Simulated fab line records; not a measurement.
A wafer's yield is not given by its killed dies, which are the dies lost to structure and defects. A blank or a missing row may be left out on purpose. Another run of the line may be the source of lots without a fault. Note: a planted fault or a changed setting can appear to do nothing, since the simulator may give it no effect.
What tool caused it? / flow n5Finfet / 24 wafers sampled from 8 lots at 1 step of a route of 1938

## WHAT THE GAUGES READ, wafer by wafer
N5_BEOL_M4_RC_MEAS_101. Usual: DIBL_N 36.0 mV/V, standard deviation 1.7; DIBL_P 36.2 mV/V, standard deviation 1.9; IOFF_N 0.154 nA/um, standard deviation 0.028; IOFF_P 0.21 nA/um, standard deviation 0.036; ION_N 675 uA/um, standard deviation 11; ION_P 463 uA/um, standard deviation 8.3; SS_N 71.4 mV/dec, standard deviation 0.63; SS_P 73.2 mV/dec, standard deviation 0.55; VT_N 250.2 mV, standard deviation 3; VT_P -251 mV, standard deviation 3.7.
lot=L428; measured=day 12 18:04; on=prober-02; DIBL_N (mV/V)=35.3 37.6 35.9; DIBL_P (mV/V)=34.8 36.5 35.5; IOFF_N (nA/um)=0.139 0.168 0.142; IOFF_P (nA/um)=0.19 0.21 0.19; ION_N (uA/um)=680 674 670; ION_P (uA/um)=463 459 453; SS_N (mV/dec)=71.2 72.3 71.2; SS_P (mV/dec)=73.5 73.3 73.5; VT_N (mV)=248.6 250.2 251.0; VT_P (mV)=-253 -250 -254; flag=
lot=L429; measured=day 13 03:38; on=prober-02; DIBL_N (mV/V)=38.4 36.0 37.1; DIBL_P (mV/V)=38.3 35.2 35.5; IOFF_N (nA/um)=0.186 0.135 0.162; IOFF_P (nA/um)=0.21 0.17 0.18; ION_N (uA/um)=689 667 677; ION_P (uA/um)=457 452 456; SS_N (mV/dec)=71.5 71.5 71.9; SS_P (mV/dec)=73.9 73.1 73.5; VT_N (mV)=247.5 250.2 250.1; VT_P (mV)=-252 -253 -255; flag=
lot=L432; measured=day 13 08:44; on=prober-02; DIBL_N (mV/V)=33.4 36.1 36.1; DIBL_P (mV/V)=33.4 36.3 36.0; IOFF_N (nA/um)=0.116 0.161 0.152; IOFF_P (nA/um)=0.18 0.22 0.21; ION_N (uA/um)=651 667 667; ION_P (uA/um)=457 461 459; SS_N (mV/dec)=70.2 71.7 72.3; SS_P (mV/dec)=72.5 73.4 72.6; VT_N (mV)=254.3 250.3 252.9; VT_P (mV)=-250 -248 -251; flag=
lot=L430; measured=day 13 09:31; on=prober-01; DIBL_N (mV/V)=38.1 36.0 37.3; DIBL_P (mV/V)=39.2 36.2 37.9; IOFF_N (nA/um)=0.194 0.148 0.170; IOFF_P (nA/um)=0.22 0.17 0.20; ION_N (uA/um)=699 669 677; ION_P (uA/um)=468 449 454; SS_N (mV/dec)=71.7 71.4 71.6; SS_P (mV/dec)=73.8 73.2 73.6; VT_N (mV)=248.7 251.7 249.3; VT_P (mV)=-251 -256 -255; flag=
lot=L431; measured=day 13 12:22; on=prober-02; DIBL_N (mV/V)=35.6 37.3 38.7; DIBL_P (mV/V)=36.0 38.0 38.1; IOFF_N (nA/um)=0.124 0.157 0.185; IOFF_P (nA/um)=0.18 0.21 0.22; ION_N (uA/um)=651 668 668; ION_P (uA/um)=450 456 457; SS_N (mV/dec)=71.6 72.5 72.8; SS_P (mV/dec)=72.4 72.9 73.2; VT_N (mV)=252.7 251.6 248.1; VT_P (mV)=-252 -251 -249; flag=
lot=L421; measured=day 13 19:13; on=prober-01; DIBL_N (mV/V)=34.5 36.8 37.0; DIBL_P (mV/V)=35.1 38.3 39.3; IOFF_N (nA/um)=0.143 0.181 0.202; IOFF_P (nA/um)=0.19 0.23 0.26; ION_N (uA/um)=664 683 688; ION_P (uA/um)=458 470 469; SS_N (mV/dec)=71.8 71.7 72.3; SS_P (mV/dec)=73.2 74.0 73.5; VT_N (mV)=250.0 249.0 244.7; VT_P (mV)=-254 -251 -247; flag=
lot=L440; measured=day 15 06:41; on=prober-02; DIBL_N (mV/V)=37.4 37.1 34.3; DIBL_P (mV/V)=39.0 37.7 34.6; IOFF_N (nA/um)=0.203 0.182 0.134; IOFF_P (nA/um)=0.29 0.27 0.21; ION_N (uA/um)=690 676 668; ION_P (uA/um)=476 471 466; SS_N (mV/dec)=71.6 71.2 70.7; SS_P (mV/dec)=74.1 73.0 72.8; VT_N (mV)=243.0 246.8 252.2; VT_P (mV)=-243 -244 -243; flag=
lot=L441; measured=day 15 08:19; on=prober-01; DIBL_N (mV/V)=36.7 37.2 36.0; DIBL_P (mV/V)=35.6 37.2 34.8; IOFF_N (nA/um)=0.158 0.174 0.164; IOFF_P (nA/um)=0.24 0.26 0.23; ION_N (uA/um)=666 677 686; ION_P (uA/um)=465 471 477; SS_N (mV/dec)=71.5 71.2 71.5; SS_P (mV/dec)=73.4 73.7 73.0; VT_N (mV)=252.7 247.7 248.4; VT_P (mV)=-247 -243 -247; flag=

## EACH LOT AND THE TOOL THAT RAN IT (in order: tool; ch and the chambers of the sampled wafers; start)
Before these readings, the record contains no process step.

## WHAT THE TOOLS THEMSELVES READ (means of the sampled wafers that have a number; where no wafer has one, the mark that the record gives instead)
The record holds no such reading with a usual standard deviation.

## THE ANSWER, worked out from the rows above alone
Rule: a lot is off if the mean of its wafers that have a number lies more than 3 standard deviations from the usual mean. Also off: a lot with no number at a reading for which 4 or more lots have one. All remaining lots with rows at the step are treated as sound. The gauges are gone through in route order, then the tools' own readings, and for those a lot's mean is taken as printed above. The first step at which some lot is off is used, and at that step the reading that is off furthest; a lot without a number counts as furthest.
No lot is off at any reading shown: from this, nothing can be told.

## WHAT THE SIMULATOR HAD INSERTED
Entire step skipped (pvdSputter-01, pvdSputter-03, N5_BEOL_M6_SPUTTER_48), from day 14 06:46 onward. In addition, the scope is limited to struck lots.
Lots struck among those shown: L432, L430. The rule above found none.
